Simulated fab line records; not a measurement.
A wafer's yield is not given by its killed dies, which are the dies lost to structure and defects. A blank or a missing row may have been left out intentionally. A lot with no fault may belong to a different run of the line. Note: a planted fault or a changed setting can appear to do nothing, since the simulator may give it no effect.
Comparing a struck lot with a sound one -- flow nand harc -- 18 steps out of a route of 1302
Sound: the wafers L911.2, L911.3, L911.6. The struck wafers were L905.2, L905.5, L905.6. The cause comes at the end.
Order at every step that has rows: each side's tool, ch and its chambers, its first start. Under that, the readings that differ: sound wafers -- struck wafers -- difference of the means -- sigmas: that difference in standard deviations of wafers without a fault.
alike: same words and numbers on both sides, and readings whose means sit less than 2 such deviations apart. not compared: any withheld reading, any reading some wafer has no value for, any bound like >300 that may hide the same value, and any number with overlapping values for which the record gives no deviation.
The two part at a step that has a row with sigmas, a row that says differs or no value, or rows on one side only. Numbers that don't overlap but have no deviation are shown without sigmas and don't part them. A reading that every wafer of one side lacks parts them only if that side has two wafers or more.

first, 1 step without rows for these wafers: NHARC_A_BONDPAD_HARDBAKE_10 (time 65 s).
NHARC_A_BONDPAD_DESCUM_11: chemistry O2, time 3 s.
  sound on rie diel-12 ch 1,3, day 30 12:33; struck on rie diel-13 ch 0,1,3, day 28 08:17
  alike: drypump motor current A, oes product au, rf vpp V, showerhead plenum p Torr, throttle valve pct
  not compared: rf hours counter h
NHARC_A_BONDPAD_ETCH_34: etches the open film in N2/H2, target depth 60 nm, overetch 18 nm, time 65.91 s.
  sound on rie diel-12 ch 1,3, day 30 12:39; struck on rie diel-13 ch 1,2,3, day 28 08:22
  alike: drypump motor current A, oes product au, rf vpp V, showerhead plenum p Torr, throttle valve pct
  not compared: rf hours counter h
then, 1 step without rows for these wafers: NHARC_A_BONDPAD_ETCH_12 (etches the open film in CHF3/O2, target depth 220 nm, time 110 s).
NHARC_A_BONDPAD_CD_MEAS_13:
  struck on cd sem-03, day 28 08:35; sound on cd sem-01, day 30 12:55
  alike: cd nm
then, 1 step without rows for these wafers: NHARC_A_BONDPAD_STRIP_15 (strips in O2).
NHARC_A_BONDPAD_ETCH_24: etches the open film in CF4/N2, target depth 30 nm, time 72.99 s.
  sound: rie diel-13 ch 2,3; struck: rie diel-12 ch 0,3
  alike: drypump motor current A, oes product au, rf vpp V, showerhead plenum p Torr, throttle valve pct
  not compared: rf hours counter h
then, 5 steps without rows for these wafers: NHARC_A_BONDPAD_STRIP_16 (strips in post etch residue remover, time 600 s); NHARC_A_BONDPAD_DEGAS_25 (time 60 s); NHARC_A_BONDPAD_PRE_CLEAN_26 (time 30 s); NHARC_A_BONDPAD_PVD_17 (deposits TaN, target thk 5 nm, time 8.06 s); NHARC_A_BONDPAD_PVD_27 (deposits Cu, target thk 30 nm, time 20.49 s).
NHARC_A_BONDPAD_ECD_18: material Cu, target thk 400 nm.
  sound on ecd cu-01 ch 1, day 30 13:53; struck on ecd cu-02 ch 0,1, day 28 10:01
  no value came back on the struck wafers for bath heat duty pct (%), bath temp c (C); on the sound wafers bath heat duty pct (%) reads 6.0 5.6 5.3
NHARC_A_BONDPAD_ANNEAL_28: time 90 s.
  sound on rtp anneal-02 ch 0, day 30 14:19; struck on rtp anneal-01 ch 0, day 28 10:26
  alike: wafer_temp_C_max
NHARC_A_BONDPAD_CMP_19: polishes, t overpolish 30 s, cu recess touch 16 s, target thk 169.82 nm.
  sound on cmp-02 ch 0,1,3, day 30 14:37; struck on cmp-02 ch 0,1,3, day 28 10:47
  alike: motor current A, overpolish run s, slurry flow ml min
NHARC_A_BONDPAD_THK_MEAS_20: measures by xrf.
  struck on film metro-01, day 28 11:03; sound on film metro-01, day 30 14:56
reading,sound,struck,difference,sigmas
thk nm (nm),168.6 168.7 169.1,30.4 33.0 31.1,-137.3,-72
then, 1 step without rows for these wafers: NHARC_A_BONDPAD_SRD_21 (time 30 s, dry time 20 s).
NHARC_END_SORT_01:
  only the struck wafers appear in the record here, on prober-01 ch 0 at day 29 20:13; the sound ones have no rows

WHERE THEY PART
At NHARC_A_BONDPAD_ECD_18 first; at NHARC_END_SORT_01 last (within this record only).

WHY: what the simulator had put in
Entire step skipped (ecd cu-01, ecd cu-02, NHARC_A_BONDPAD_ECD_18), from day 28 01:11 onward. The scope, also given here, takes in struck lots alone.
